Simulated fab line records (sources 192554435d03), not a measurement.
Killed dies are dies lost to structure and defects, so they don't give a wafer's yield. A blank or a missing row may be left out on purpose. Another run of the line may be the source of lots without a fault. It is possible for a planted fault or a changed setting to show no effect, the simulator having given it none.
Chamber matching / flow n5-finfet / N5_BEOL_M9_ILD_DEP_00 on pecvd-01: 3 sister chambers
The step deposits SiCOH lowk from DEMS/porogen, target thk 308.51 nm, time 58 s. 6 wafers are shown with their chamber, then 8 later ones without.

## WAFERS PAIRED WITH THEIR CHAMBERS
wafer=L076.4; chamber=0; throttle-valve-pct (%)=14.7; heater-power-w (W)=379
wafer=L079.6; chamber=0; throttle-valve-pct (%)=14.9; heater-power-w (W)=369
wafer=L083.1; chamber=1; throttle-valve-pct (%)=14.8; heater-power-w (W)=425
wafer=L083.2; chamber=2; throttle-valve-pct (%)=13.5; heater-power-w (W)=324
wafer=L083.4; chamber=1; throttle-valve-pct (%)=14.8; heater-power-w (W)=411
wafer=L086.1; chamber=2; throttle-valve-pct (%)=13.3; heater-power-w (W)=305

## WAFERS MISSING THEIR CHAMBER
wafer=L086.2; throttle-valve-pct (%)=14.4; heater-power-w (W)=375
wafer=L086.4; throttle-valve-pct (%)=13.4; heater-power-w (W)=305
wafer=L088.2; throttle-valve-pct (%)=14.7; heater-power-w (W)=410
wafer=L088.3; throttle-valve-pct (%)=14.7; heater-power-w (W)=361
wafer=L088.5; throttle-valve-pct (%)=14.8; heater-power-w (W)=373
wafer=L090.1; throttle-valve-pct (%)=13.6; heater-power-w (W)=309
wafer=L090.3; throttle-valve-pct (%)=14.8; heater-power-w (W)=407
wafer=L090.6; throttle-valve-pct (%)=14.4; heater-power-w (W)=388

## WHICH CHAMBER EACH ONE RAN IN
wafer=L086.2; from the rows above=can't be placed: 0 or 1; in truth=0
wafer=L086.4; from the rows above=2; in truth=2
wafer=L088.2; from the rows above=1; in truth=1
wafer=L088.3; from the rows above=0; in truth=0
wafer=L088.5; from the rows above=0; in truth=0
wafer=L090.1; from the rows above=2; in truth=2
wafer=L090.3; from the rows above=1; in truth=1
wafer=L090.6; from the rows above=can't be placed: 0 or 1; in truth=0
Placed correctly: 6 of 8. Unplaceable from these rows: 2, with the true chamber sitting among the candidates in 2. Placed wrongly: 0.
How it was worked out, from the rows above alone: a wafer's distance from a chamber is the root of the sum, over the readings, of the square of ((its reading less the chamber's mean) divided by the reading's scatter). The wafer belongs to the nearest chamber; if the next one is less than 2 further off, it can't be placed. Each chamber's mean is taken over the wafers shown for it. How the scatter is found: for the shown wafers, subtract from each reading the mean of its chamber, square and add these, divide the total by (wafers less chambers), then take the root.
